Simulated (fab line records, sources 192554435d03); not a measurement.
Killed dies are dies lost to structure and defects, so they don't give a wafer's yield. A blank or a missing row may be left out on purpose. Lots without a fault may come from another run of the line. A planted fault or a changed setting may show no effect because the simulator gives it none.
fab line records | flow n5_finfet
record lots=24 wafers=72 last_day=18
route steps=1938 shown BEOL_M7@1264
lots that met no fault: from a run of the same line without faults
start_h: hours from the record's first day to the start of the lot's first wafer shown | wait_h: hours since the lot's step before | " the same as in the row above | L1.1+2: a row that stands for several wafers | - no value, or no start given | * or withheld: withheld | < > ~ a bound
route shown NAME@n: a module of which the file shows steps, and the number in the route of the first | usual: mean/standard deviation of fault-free wafers | same: alike in all rows | chamber/n: place in a boat | sites: the reading at each site | _std_site: their standard deviation | _edge_site: outer sites' mean less inner sites' | radius_mm: how far each site lies from the wafer's centre | mask NAME#n: copy n | behind: the tool/chamber that last shaped the wafer | hold: why the lot was held/for how many hours/how that ended | device: the transistor (n, p or np) that didn't switch | end of line: the same wafers' tests at the end of the route | a step without rows: its recipe alone | killed: dies lost to structure and defects at the first sort, not the wafer's yield | map: a wafer's dies, x killed, . not, _ none there
set.NAME: the setting as run; set.NAME@STEP: as run at that earlier step | model.NAME: the simulator's own value behind a step, which no gauge read
steps of the route over a sample of lots; a table a step, a row a wafer
services: from which hour (start_h, from the record's first day; less than 0 if before it) a tool's chamber was out of use, for how many hours, and why
## steps
# step N5_BEOL_M7_CURE_74
# recipe temp_c=385 time_s=240 ambient=He/Ar material=SiCOH_lowk
# usual lamp_power_pct=52.32/0.052 wafer_temp_C_max=386.8/0.72
# columns lot.wafer tool chamber start_h wait_h lamp_power_pct wafer_temp_C_max
L074.1 uv_cure-02 0 184.61 0.0 52.28 387.4
L074.3 " 0 " " 52.31 387.1
L074.6 " 0 " " 52.28 387.4
L075.1 uv_cure-03 1 194.90 0.0 52.31 387.8
L075.4 " 1 " " 52.35 388.2
L075.5 " 1 " " 52.27 388.1
L076.2 uv_cure-03 2 212.31 0.1 52.41 388.7
L076.3 " 2 " " 52.20 388.0
L076.6 " 2 " " 52.38 389.2
L077.1 uv_cure-01 2 219.10 0.0 52.31 385.9
L077.2 " 2 " " 52.34 386.1
L077.4 " 2 " " 52.42 386.0
L080.2 uv_cure-02 2 222.67 0.1 52.33 386.6
L080.3 " 2 " " 52.33 387.0
L080.4 " 2 " " 52.31 387.0
L079.1 uv_cure-03 0 224.40 0.1 52.26 386.3
L079.3 " 0 " " 52.39 386.8
L079.5 " 0 " " 52.38 385.9
L078.1 uv_cure-02 1 227.80 0.0 52.34 385.9
L078.2 " 1 " " 52.35 386.7
L078.6 " 1 " " 52.32 386.4
L081.1 uv_cure-02 0 234.28 0.0 52.21 387.0
L081.3 " 0 " " 52.32 387.2
L081.6 " 0 " " 52.25 386.7
L083.3 uv_cure-02 2 243.03 0.2 52.30 386.4
L083.4 " 2 " " 52.36 386.4
L083.5 " 2 " " 52.21 386.4
L082.2 uv_cure-01 2 243.92 0.1 52.34 386.1
L082.3 " 2 " " 52.29 385.8
L082.6 " 2 " " 52.35 385.6
L084.1 uv_cure-02 2 251.54 0.2 52.32 387.1
L084.2 " 2 " " 52.27 386.6
L084.5 " 2 " " 52.27 386.8
L085.2 uv_cure-03 2 252.13 0.5 52.32 387.6
L085.5 " 2 " " 52.43 387.4
L085.6 " 2 " " 52.35 387.8
L086.1 uv_cure-02 2 269.29 0.0 52.31 386.8
L086.2 " 2 " " 52.27 386.7
L086.5 " 2 " " 52.28 387.7
L087.2 uv_cure-01 0 271.89 0.1 52.39 386.2
L087.4 " 0 " " 52.26 386.4
L087.6 " 0 " " 52.27 386.2
L088.1 uv_cure-03 2 277.23 0.0 52.26 388.0
L088.5 " 2 " " 52.33 388.1
L088.6 " 2 " " 52.27 387.7
L089.2 uv_cure-02 1 277.58 0.1 52.29 386.0
L089.4 " 1 " " 52.30 385.9
L089.6 " 1 " " 52.31 386.4
L091.4 uv_cure-02 0 282.14 0.3 52.31 387.4
L091.5 " 0 " " 52.29 386.9
L091.6 " 0 " " 52.33 387.7
L090.1 uv_cure-02 0 285.84 0.0 52.36 387.4
L090.2 " 0 " " 52.40 387.6
L090.6 " 0 " " 52.33 387.1
L092.1 uv_cure-02 2 296.34 0.0 52.25 386.8
L092.2 " 2 " " 52.27 386.6
L092.4 " 2 " " 52.36 386.8
L093.1 uv_cure-01 2 307.14 0.0 52.41 386.2
L093.3 " 2 " " 52.36 386.0
L093.4 " 2 " " 52.32 385.8
L095.2 uv_cure-02 1 312.61 0.1 52.19 387.0
L095.4 " 1 " " 52.38 386.1
L095.5 " 1 " " 52.30 386.5
L094.1 uv_cure-01 0 329.30 0.0 52.33 386.8
L094.3 " 0 " " 52.35 386.4
L094.6 " 0 " " 52.36 386.4
L096.1 uv_cure-02 1 334.43 0.0 52.38 386.7
L096.4 " 1 " " 52.35 386.2
L096.5 " 1 " " 52.35 386.3
L097.1 uv_cure-01 0 337.97 0.0 52.36 386.8
L097.4 " 0 " " 52.38 386.9
L097.6 " 0 " " 52.23 386.6
# step N5_BEOL_M7_DESCUM_33
# recipe chemistry=O2 time_s=7 source_power_w=50 bias_power_w=20 pressure_mtorr=20 rf_frequency_hz=2.712e+07 temp_c=40 resist=CAR-EUV o2_flow_sccm=225
# usual drypump_motor_current_A=5.8/0.46 oes_product_au=0.78/0.089 rf_vpp_V=243.6/1.2 showerhead_plenum_p_Torr=2.12/0.061 throttle_valve_pct=20.4/0.39
# columns lot.wafer tool chamber start_h wait_h drypump_motor_current_A oes_product_au rf_hours_counter_h rf_vpp_V showerhead_plenum_p_Torr throttle_valve_pct
L074.1 rie_diel-02 2 191.40 0.0 6.6 0.91 26 242.8 2.12 19.8
L074.3 " 1 " " 5.4 0.84 67 242.1 2.10 19.9
L074.6 " 1 " " 5.4 0.84 - 242.1 2.10 19.9
L075.1 rie_diel-03 1 199.13 0.3 6.0 0.74 176 241.0 2.00 20.6
L075.4 " 3 " " 5.7 0.86 41 245.5 2.23 20.2
L075.5 " 0 " " 5.9 0.75 - 241.7 2.09 20.4
L076.2 rie_diel-04 2 216.82 0.2 5.7 0.72 166 243.3 2.19 20.9
L076.3 " 0 " " 5.6 0.72 195 242.3 2.07 20.8
L076.6 " 0 " " 5.6 0.71 - 242.0 2.07 20.8
L077.1 rie_diel-02 1 223.67 0.0 5.4 0.83 77 244.1 2.09 19.9
L077.2 " 2 " " 6.6 0.87 36 243.1 2.12 19.8
L077.4 " 3 " " 6.6 0.89 42 246.0 2.21 20.3
L080.2 rie_diel-04 0 226.08 0.2 5.6 0.71 197 243.9 2.07 20.8
L080.3 " 1 " " 6.3 0.73 204 244.5 2.16 20.1
L080.4 " 3 " " 5.7 0.98 8 243.3 2.15 19.9
L079.1 rie_diel-04 3 227.50 0.0 5.7 0.99 9 243.9 2.15 19.9
L079.3 " 1 " " 6.3 0.73 204 245.7 2.16 20.1
L079.5 " 3 " " 5.7 0.97 - 242.2 2.15 19.9
L078.1 rie_diel-04 3 232.26 0.0 5.8 0.98 10 244.0 2.15 19.9
L078.2 " 2 " " 5.7 0.71 169 245.5 2.19 20.9
L078.6 " 1 " " 6.3 0.72 - 245.4 2.16 20.1
L081.1 rie_diel-04 1 240.53 0.0 6.3 0.72 208 244.4 2.16 20.1
L081.3 " 2 " " 5.7 0.72 171 243.8 2.19 20.9
L081.6 " 2 " " 5.7 0.71 - 245.2 2.19 20.9
L083.3 rie_diel-02 2 245.36 0.1 6.6 0.88 42 243.3 2.11 19.8
L083.4 " 1 " " 5.4 0.83 83 243.6 2.09 20.0
L083.5 " 1 " " 5.4 0.82 - 244.4 2.09 20.0
L082.2 rie_diel-04 3 247.73 0.0 5.7 0.96 14 243.8 2.15 19.9
L082.3 " 2 " " 5.7 0.71 173 244.3 2.19 20.9
L082.6 " 0 " " 5.6 0.70 - 242.5 2.07 20.8
L084.1 rie_diel-02 1 255.75 0.2 5.4 0.82 87 243.5 2.09 20.0
L084.2 " 3 " " 6.6 0.88 51 244.0 2.21 20.3
L084.5 " 2 " " 6.6 0.88 - 244.0 2.11 19.8
L085.2 rie_diel-04 3 256.26 0.3 5.7 0.95 17 244.1 2.15 19.9
L085.5 " 1 " " 6.3 0.72 - 245.4 2.15 20.1
L085.6 " 2 " " 5.7 0.71 - 244.6 2.18 20.9
L086.1 rie_diel-03 1 275.72 0.9 6.0 0.72 197 242.4 1.99 20.6
L086.2 " 0 " " 5.9 0.74 189 242.9 2.08 20.5
L086.5 " 3 " " 5.6 0.84 - 244.7 2.22 20.3
L087.2 rie_diel-04 0 277.97 0.0 5.6 0.70 213 242.6 2.07 20.8
L087.4 " 2 " " 5.7 0.71 184 244.6 2.18 20.9
L087.6 " 1 " " 6.3 0.72 - 244.7 2.15 20.1
L088.1 rie_diel-04 3 280.46 0.2 5.7 0.93 25 243.0 2.15 19.9
L088.5 " 0 " " 5.6 0.70 - 242.6 2.07 20.8
L088.6 " 1 " " 6.3 0.71 - 244.0 2.15 20.1
L089.2 rie_diel-03 3 283.40 0.5 5.6 0.83 64 245.9 2.22 20.3
L089.4 " 0 " " 5.9 0.74 191 243.0 2.08 20.5
L089.6 " 1 " " 6.0 0.73 - 242.7 1.99 20.6
L091.4 rie_diel-03 0 285.27 0.0 5.9 0.74 192 243.2 2.08 20.5
L091.5 " 3 " " 5.6 0.83 - 244.9 2.22 20.3
L091.6 " 2 " " 5.1 0.77 - 243.9 2.11 20.7
L090.1 rie_diel-02 3 291.06 0.3 6.6 0.86 63 243.5 2.21 20.3
L090.2 " 1 " " 5.4 0.81 98 244.0 2.09 20.0
L090.6 " 3 " " 6.6 0.87 - 244.4 2.21 20.3
L092.1 rie_diel-04 0 299.77 0.0 5.6 0.69 219 242.5 2.07 20.9
L092.2 " 1 " " 6.3 0.71 226 243.5 2.15 20.1
L092.4 " 2 " " 5.7 0.70 191 243.7 2.18 20.9
L093.1 rie_diel-02 3 313.98 0.3 6.6 0.85 72 245.7 2.20 20.3
L093.3 " 2 " " 6.6 0.84 67 243.0 2.10 19.8
L093.4 " 0 " " 5.1 0.68 241 242.3 2.05 20.8
L095.2 rie_diel-03 1 320.64 0.4 6.0 0.71 214 241.8 1.98 20.6
L095.4 " 3 " " 5.6 0.82 78 246.1 2.21 20.3
L095.5 " 1 " " 6.0 0.70 - 241.7 1.98 20.6
L094.1 rie_diel-03 0 334.91 0.0 5.9 0.72 211 244.2 2.07 20.5
L094.3 " 1 " " 6.0 0.70 219 241.1 1.98 20.6
L094.6 " 0 " " 5.9 0.72 - 242.1 2.07 20.5
L096.1 rie_diel-02 2 340.53 0.0 6.6 0.84 78 243.7 2.10 19.8
L096.4 " 3 " " 6.6 0.84 - 244.7 2.20 20.3
L096.5 " 1 " " 5.4 0.79 - 243.5 2.08 20.0
L097.1 rie_diel-04 2 341.18 0.0 5.7 0.70 195 243.1 2.18 20.9
L097.4 " 1 " " 6.3 0.71 228 242.8 2.15 20.1
L097.6 " 1 " " 6.3 0.71 - 243.8 2.15 20.1
# step N5_BEOL_M7_STRIP_36
# recipe chemistry=N2/H2 power_w=450 temp_c=40 pressure_mtorr=20 rf_frequency_hz=6e+07 overash_fraction=0.3 bias_power_w=7 h2_frac=0.5 n2_flow_sccm=200 h2_flow_sccm=200
# usual drypump_motor_current_A=5.8/0.46 oes_product_au=0.78/0.09 rf_vpp_V=59.1/1.5 showerhead_plenum_p_Torr=2.57/0.075 throttle_valve_pct=23.56/0.26
# columns lot.wafer tool chamber start_h wait_h drypump_motor_current_A oes_product_au rf_hours_counter_h rf_vpp_V showerhead_plenum_p_Torr throttle_valve_pct
L074.1 rie_diel-02 2 191.63 0.0 6.6 0.90 26 60.9 2.60 23.55
L074.3 " 1 " " 5.4 0.84 67 58.4 2.57 23.29
L074.6 " 1 " " 5.4 0.83 - 60.5 2.57 23.28
L075.1 rie_diel-03 1 199.36 0.0 6.0 0.73 176 58.5 2.41 23.64
L075.4 " 3 " " 5.7 0.86 41 60.6 2.69 23.44
L075.5 " 0 " " 5.9 0.75 - 62.5 2.53 23.70
L076.2 rie_diel-04 2 217.05 0.0 5.8 0.74 166 61.3 2.62 23.78
L076.3 " 0 " " 5.6 0.70 195 56.6 2.50 23.76
L076.6 " 0 " " 5.6 0.71 - 58.7 2.50 23.78
L077.1 rie_diel-02 1 223.90 0.0 5.4 0.82 77 60.2 2.57 23.26
L077.2 " 2 " " 6.6 0.88 36 59.5 2.60 23.55
L077.4 " 3 " " 6.6 0.89 42 59.0 2.70 23.47
L080.2 rie_diel-04 0 226.31 0.0 5.6 0.72 197 61.3 2.50 23.76
L080.3 " 1 " " 6.3 0.74 204 59.3 2.63 23.23
L080.4 " 3 " " 5.7 0.98 9 59.7 2.62 23.14
L079.1 rie_diel-04 3 227.73 0.0 5.7 0.99 9 60.4 2.62 23.16
L079.3 " 1 " " 6.3 0.72 205 59.2 2.63 23.24
L079.5 " 3 " " 5.7 0.98 - 57.5 2.62 23.14
L078.1 rie_diel-04 3 232.49 0.0 5.7 0.98 10 59.9 2.62 23.12
L078.2 " 2 " " 5.7 0.71 169 57.3 2.62 23.74
L078.6 " 1 " " 6.3 0.72 - 57.6 2.63 23.26
L081.1 rie_diel-04 1 240.76 0.0 6.3 0.72 208 61.2 2.63 23.25
L081.3 " 2 " " 5.8 0.71 171 60.9 2.62 23.77
L081.6 " 2 " " 5.7 0.71 - 58.8 2.62 23.72
L083.3 rie_diel-02 2 245.59 0.0 6.6 0.88 42 57.8 2.60 23.55
L083.4 " 1 " " 5.4 0.82 83 59.8 2.57 23.31
L083.5 " 1 " " 5.4 0.82 - 58.8 2.57 23.33
L082.2 rie_diel-04 3 247.96 0.0 5.8 0.96 15 60.2 2.61 23.13
L082.3 " 2 " " 5.8 0.71 173 58.7 2.62 23.76
L082.6 " 0 " " 5.6 0.70 - 61.1 2.49 23.76
L084.1 rie_diel-02 1 255.98 0.0 5.4 0.82 87 59.8 2.57 23.30
L084.2 " 3 " " 6.6 0.87 51 60.0 2.70 23.53
L084.5 " 2 " " 6.6 0.85 - 58.5 2.60 23.59
L085.2 rie_diel-04 3 256.49 0.0 5.8 0.97 17 60.4 2.61 23.18
L085.5 " 1 " " 6.3 0.73 - 56.9 2.62 23.25
L085.6 " 2 " " 5.8 0.71 - 59.2 2.62 23.75
L086.1 rie_diel-03 1 275.95 0.0 6.0 0.72 197 57.0 2.40 23.71
L086.2 " 0 " " 6.0 0.74 189 58.9 2.53 23.73
L086.5 " 3 " " 5.6 0.84 - 57.2 2.68 23.49
L087.2 rie_diel-04 0 278.20 0.0 5.6 0.70 213 58.9 2.49 23.80
L087.4 " 2 " " 5.7 0.70 184 61.8 2.61 23.78
L087.6 " 1 " " 6.3 0.71 - 59.5 2.62 23.27
L088.1 rie_diel-04 3 280.70 0.0 5.7 0.93 25 57.5 2.61 23.18
L088.5 " 0 " " 5.6 0.70 - 56.4 2.49 23.79
L088.6 " 1 " " 6.3 0.71 - 56.2 2.62 23.26
L089.2 rie_diel-03 3 283.63 0.0 5.6 0.85 64 56.9 2.68 23.49
L089.4 " 0 " " 5.9 0.74 191 57.8 2.52 23.73
L089.6 " 1 " " 6.0 0.72 - 58.4 2.40 23.67
L091.4 rie_diel-03 0 285.50 0.0 5.9 0.73 192 57.4 2.52 23.72
L091.5 " 3 " " 5.6 0.82 - 61.0 2.68 23.49
L091.6 " 2 " " 5.0 0.77 - 59.2 2.53 23.57
L090.1 rie_diel-02 3 291.29 0.0 6.6 0.87 63 60.6 2.69 23.52
L090.2 " 1 " " 5.4 0.81 98 57.0 2.56 23.33
L090.6 " 3 " " 6.5 0.87 - 58.0 2.69 23.51
L092.1 rie_diel-04 0 300.00 0.0 5.6 0.71 220 58.4 2.49 23.81
L092.2 " 1 " " 6.3 0.72 226 55.1 2.62 23.26
L092.4 " 2 " " 5.8 0.70 191 56.2 2.61 23.78
L093.1 rie_diel-02 3 314.21 0.0 6.5 0.84 72 58.6 2.69 23.51
L093.3 " 2 " " 6.7 0.84 67 57.3 2.59 23.60
L093.4 " 0 " " 5.1 0.67 241 57.9 2.49 24.15
L095.2 rie_diel-03 1 320.87 0.0 6.0 0.70 214 58.6 2.40 23.68
L095.4 " 3 " " 5.6 0.82 78 59.8 2.67 23.51
L095.5 " 1 " " 6.0 0.71 - 58.5 2.40 23.69
L094.1 rie_diel-03 0 335.14 0.0 5.9 0.71 211 57.3 2.52 23.76
L094.3 " 1 " " 6.0 0.71 219 59.9 2.39 23.69
L094.6 " 0 " " 5.9 0.70 - 59.1 2.52 23.75
L096.1 rie_diel-02 2 340.77 0.0 6.6 0.83 78 59.9 2.58 23.62
L096.4 " 3 " " 6.6 0.82 - 61.2 2.68 23.57
L096.5 " 1 " " 5.4 0.78 - 59.0 2.55 23.35
L097.1 rie_diel-04 2 341.41 0.0 5.7 0.69 195 60.4 2.61 23.78
L097.4 " 1 " " 6.3 0.71 228 59.8 2.62 23.29
L097.6 " 1 " " 6.3 0.70 - 58.5 2.62 23.27
# step N5_BEOL_M7_CD_MEAS_35
# recipe target_cd_nm=40 polarity=opening
# usual cd_nm=39.8/0.58
# columns lot.wafer tool chamber start_h wait_h cd_nm
L074.1 cd_sem-02 - 191.98 0.0 39.8
L074.3 " - " " 39.5
L074.6 " - " " 39.1
L075.1 cd_sem-02 - 199.71 0.0 40.5
L075.4 " - " " 40.4
L075.5 " - " " 40.3
L076.2 cd_sem-02 - 217.50 0.0 39.0
L076.3 " - " " 40.7
L076.6 " - " " 39.0
L077.1 cd_sem-02 - 224.25 0.0 39.7
L077.2 " - " " 40.0
L077.4 " - " " 40.0
L080.2 cd_sem-01 - 226.67 0.0 39.1
L080.3 " - " " 38.6
L080.4 " - " " 40.5
L079.1 cd_sem-02 - 228.08 0.0 40.3
L079.3 " - " " 38.9
L079.5 " - " " 38.6
L078.1 cd_sem-03 - 232.84 0.0 38.8
L078.2 " - " " 39.7
L078.6 " - " " 39.9
L081.1 cd_sem-03 - 241.11 0.0 40.1
L081.3 " - " " 40.2
L081.6 " - " " 39.7
L083.3 cd_sem-03 - 245.94 0.0 40.2
L083.4 " - " " 40.9
L083.5 " - " " 41.1
L082.2 cd_sem-03 - 248.32 0.0 39.8
L082.3 " - " " 40.2
L082.6 " - " " 40.2
L084.1 cd_sem-03 - 256.33 0.0 40.1
L084.2 " - " " 40.2
L084.5 " - " " 39.5
L085.2 cd_sem-03 - 256.84 0.0 38.9
L085.5 " - " " 38.0
L085.6 " - " " 40.6
L086.1 cd_sem-03 - 276.31 0.0 41.0
L086.2 " - " " 40.2
L086.5 " - " " 40.1
L087.2 cd_sem-03 - 278.55 0.0 40.2
L087.4 " - " " 40.7
L087.6 " - " " 39.9
L088.1 cd_sem-03 - 281.04 0.0 39.8
L088.5 " - " " 39.8
L088.6 " - " " 39.0
L089.2 cd_sem-03 - 283.99 0.0 40.0
L089.4 " - " " 40.1
L089.6 " - " " 40.2
L091.4 cd_sem-03 - 285.86 0.0 39.9
L091.5 " - " " 39.4
L091.6 " - " " 39.9
L090.1 cd_sem-03 - 291.64 0.0 39.0
L090.2 " - " " 39.6
L090.6 " - " " 38.8
L092.1 cd_sem-03 - 300.35 0.0 39.5
L092.2 " - " " 38.7
L092.4 " - " " 40.4
L093.1 cd_sem-03 - 314.56 0.0 39.7
L093.3 " - " " 39.6
L093.4 " - " " 38.8
L095.2 cd_sem-03 - 321.22 0.0 40.0
L095.4 " - " " 41.1
L095.5 " - " " 40.6
L094.1 cd_sem-01 - 335.78 0.0 39.8
L094.3 " - " " 40.0
L094.6 " - " " 39.0
L096.1 cd_sem-02 - 341.21 0.0 39.8
L096.4 " - " " 39.6
L096.5 " - " " 40.2
L097.1 cd_sem-01 - 341.76 0.0 40.2
L097.4 " - " " 39.5
L097.6 " - " " 39.7
# step N5_BEOL_M7_ALD_77
# recipe material=TaN target_thk_a=20 temp_c=275 ald_precursor_family=PDMAT ald_co_reactant=NH3 pressure_torr=3 carrier_flow_sccm=1500 pulse_time_s=2 purge_time_s=3 co_reactant_purge_time_s=2 co_reactant_pulse_time_s=3 ald_cycles=40 precursor_vessel_temp_c=75 precursor_vessel_pressure_torr=26.25 precursor_vessel_carrier_sccm=1000
# usual heater_power_w=404/38 precursor_vessel_pressure_torr=26.25/0.056
# same co_reactant_pulse_time_s=3 pulse_time_s=2
# columns lot.wafer tool chamber start_h wait_h heater_power_w precursor_vessel_pressure_torr
L074.1 ald_metal-03 1 192.83 0.1 461 26.20
L074.3 " 0 " " 396 26.13
L074.6 " 1 " " 457 26.28
L075.1 ald_metal-03 3 200.58 0.2 431 26.27
L075.4 " 0 " " 398 26.28
L075.5 " 0 " " 399 26.31
L076.2 ald_metal-01 1 218.17 0.2 346 26.27
L076.3 " 0 " " 435 26.12
L076.6 " 2 " " 337 26.26
L077.1 ald_metal-03 1 225.13 0.0 465 26.33
L077.2 " 3 " " 442 26.23
L077.4 " 2 " " 438 26.35
L080.2 ald_metal-04 3 228.32 0.0 364 26.13
L080.3 " 0 " " 416 26.27
L080.4 " 0 " " 414 26.24
L079.1 ald_metal-04 1 228.84 0.1 386 26.15
L079.3 " 3 " " 365 26.21
L079.5 " 0 " " 419 26.34
L078.1 ald_metal-03 2 233.48 0.0 454 26.20
L078.2 " 3 " " 439 26.23
L078.6 " 0 " " 396 26.31
L081.1 ald_metal-04 1 242.32 0.0 403 26.26
L081.3 " 3 " " 353 26.29
L081.6 " 0 " " 410 26.25
L083.3 ald_metal-03 0 246.54 0.0 409 26.26
L083.4 " 2 " " 451 26.31
L083.5 " 2 " " 432 26.35
L082.2 ald_metal-01 3 249.11 0.0 369 26.27
L082.3 " 0 " " 426 26.25
L082.6 " 0 " " 418 26.26
L084.1 ald_metal-01 3 257.34 0.2 384 26.22
L084.2 " 2 " " 346 26.12
L084.5 " 1 " " 346 26.24
L085.2 ald_metal-03 2 257.71 0.1 450 26.25
L085.5 " 1 " " 444 26.19
L085.6 " 0 " " 388 26.19
L086.1 ald_metal-03 2 277.47 0.1 438 26.26
L086.2 " 0 " " 403 26.17
L086.5 " 1 " " 437 26.30
L087.2 ald_metal-04 1 279.60 0.0 399 26.11
L087.4 " 3 " " 358 26.21
L087.6 " 0 " " 417 26.31
L088.1 ald_metal-03 3 282.96 0.0 447 26.19
L088.5 " 2 " " 449 26.21
L088.6 " 1 " " 463 26.22
L089.2 ald_metal-01 3 285.00 0.2 384 26.31
L089.4 " 1 " " 342 26.27
L089.6 " 2 " " 336 26.22
L091.4 ald_metal-03 3 287.93 0.0 437 26.18
L091.5 " 1 " " 450 26.32
L091.6 " 2 " " 447 26.28
L090.1 ald_metal-04 0 292.22 0.1 424 26.25
L090.2 " 3 " " 363 26.27
L090.6 " 2 " " 402 26.27
L092.1 ald_metal-01 2 301.17 0.0 349 26.25
L092.2 " 0 " " 430 26.20
L092.4 " 3 " " 373 26.30
L093.1 ald_metal-01 1 315.36 0.1 326 26.21
L093.3 " 0 " " 428 26.21
L093.4 " 0 " " 428 26.23
L095.2 ald_metal-03 3 321.99 0.0 441 26.29
L095.4 " 1 " " 447 26.22
L095.5 " 2 " " 428 26.40
L094.1 ald_metal-04 2 336.43 0.2 408 26.27
L094.3 " 0 " " 410 26.37
L094.6 " 2 " " 420 26.30
L096.1 ald_metal-04 3 342.02 0.0 364 26.28
L096.4 " 0 " " 419 26.25
L096.5 " 0 " " 410 26.29
L097.1 ald_metal-01 1 342.33 0.1 346 26.24
L097.4 " 2 " " 337 26.20
L097.6 " 2 " " 346 26.25
# step N5_BEOL_M7_DEP_56
# recipe material=SiCN target_thk_a=100 temp_c=withheld precursor=3MS/NH3 pressure_torr=3 rf_w=202 time_s=17.5
# usual showerhead_plenum_p_Torr=3.663/0.013 showerhead_vpp_V=897/30 throttle_valve_pct=9.0/0.33
# columns lot.wafer tool chamber start_h wait_h showerhead_plenum_p_Torr showerhead_vpp_V throttle_valve_pct
L074.1 pecvd-01 2 194.22 0.0 3.680 907 8.7
L074.3 " 1 " " 3.652 891 8.9
L074.6 " 2 " " 3.665 900 8.9
L075.1 pecvd-01 2 202.60 0.0 3.674 913 8.7
L075.4 " 1 " " 3.648 899 9.0
L075.5 " 0 " " 3.659 903 9.7
L076.2 pecvd-01 0 220.84 0.0 3.662 899 9.4
L076.3 " 1 " " 3.651 898 9.1
L076.6 " 1 " " 3.647 889 9.0
L077.1 pecvd-01 0 227.00 0.0 3.664 902 9.0
L077.2 " 2 " " 3.673 884 8.6
L077.4 " 2 " " 3.668 902 8.8
L080.2 pecvd-02 2 229.73 0.0 3.650 828 8.5
L080.3 " 1 " " 3.680 932 9.1
L080.4 " 1 " " 3.689 932 9.3
L079.1 pecvd-02 2 234.12 0.0 3.659 838 8.8
L079.3 " 1 " " 3.684 931 9.1
L079.5 " 2 " " 3.656 826 8.5
L078.1 pecvd-03 1 234.91 0.0 3.665 898 8.9
L078.2 " 0 " " 3.653 830 9.7
L078.6 " 0 " " 3.666 829 9.6
L081.1 pecvd-02 0 243.92 0.0 3.661 949 9.0
L081.3 " 2 " " 3.658 828 8.4
L081.6 " 1 " " 3.682 918 9.2
L083.3 pecvd-03 2 248.02 0.0 3.685 925 8.2
L083.4 " 2 " " 3.690 931 8.6
L083.5 " 0 " " 3.648 852 9.8
L082.2 pecvd-01 2 250.59 0.0 3.664 919 8.9
L082.3 " 0 " " 3.661 890 9.5
L082.6 " 2 " " 3.669 900 8.8
L084.1 pecvd-01 1 258.70 0.0 3.645 892 8.9
L084.2 " 0 " " 3.652 900 9.3
L084.5 " 0 " " 3.669 910 9.3
L085.2 pecvd-01 0 262.26 0.0 3.661 914 9.5
L085.5 " 1 " " 3.649 906 9.0
L085.6 " 2 " " 3.666 902 8.6
L086.1 pecvd-01 2 279.82 0.0 3.677 886 8.8
L086.2 " 0 " " 3.664 885 9.7
L086.5 " 0 " " 3.661 905 9.2
L087.2 pecvd-01 2 281.10 0.0 3.679 910 8.8
L087.4 " 2 " " 3.684 903 8.9
L087.6 " 1 " " 3.655 891 8.9
L088.1 pecvd-01 0 284.87 0.0 3.662 893 9.4
L088.5 " 0 " " 3.654 906 9.4
L088.6 " 1 " " 3.633 902 9.1
L089.2 pecvd-03 2 286.92 0.0 3.687 926 8.4
L089.4 " 1 " " 3.666 918 9.1
L089.6 " 0 " " 3.654 853 9.3
L091.4 pecvd-01 0 289.65 0.0 3.665 901 9.5
L091.5 " 2 " " 3.682 913 8.7
L091.6 " 1 " " 3.643 904 9.1
L090.1 pecvd-03 2 294.95 0.0 3.681 926 8.6
L090.2 " 0 " " 3.651 838 9.5
L090.6 " 0 " " 3.646 837 9.3
L092.1 pecvd-02 2 302.96 0.0 3.658 828 8.6
L092.2 " 0 " " 3.668 949 9.2
L092.4 " 1 " " 3.675 920 9.2
L093.1 pecvd-01 1 316.88 0.0 3.636 897 9.1
L093.3 " 0 " " 3.655 904 9.2
L093.4 " 0 " " 3.657 906 9.5
L095.2 pecvd-03 0 324.35 0.0 3.656 839 9.5
L095.4 " 0 " " 3.652 835 9.4
L095.5 " 2 " " 3.683 935 8.7
L094.1 pecvd-01 0 340.26 0.0 3.664 884 9.4
L094.3 " 1 " " 3.639 882 9.1
L094.6 " 2 " " 3.684 889 8.8
L096.1 pecvd-03 2 350.99 0.0 3.682 938 8.5
L096.4 " 0 " " 3.654 838 9.5
L096.5 " 2 " " 3.675 939 8.3
L097.1 pecvd-02 1 352.04 0.0 3.671 920 9.2
L097.4 " 0 " " 3.668 929 9.1
L097.6 " 2 " " 3.666 831 8.7
## services
# columns tool chamber start_h hours kind
rie_diel-03 - 163.99 0.5 repair
rie_diel-03 2 175.88 5.3 repair
pecvd-01 - 178.63 6.0 pm
rie_diel-02 3 190.09 4.6 repair
ald_metal-04 - 195.04 2.8 pm
ald_metal-01 - 197.32 8.7 pm
pecvd-01 2 207.56 17.3 repair
pecvd-03 - 212.33 5.2 repair
ald_metal-04 2 215.93 30.7 repair
rie_diel-03 0 236.50 2.5 repair
ald_metal-04 - 255.10 8.7 pm
rie_diel-04 1 264.02 3.2 repair
rie_diel-02 1 266.25 1.6 repair
pecvd-03 - 266.75 2.8 pm
ald_metal-03 2 289.84 4.0 repair
uv_cure-01 - 293.82 5.0 pm
pecvd-01 - 294.03 5.5 pm
rie_diel-04 - 301.12 28.1 pm
rie_diel-02 0 307.62 3.9 repair
ald_metal-01 3 313.72 23.9 repair
ald_metal-03 - 328.31 14.6 pm
pecvd-03 - 338.04 0.8 repair
ald_metal-04 - 338.12 0.5 repair
pecvd-01 - 343.79 2.8 pm
## key
fault none
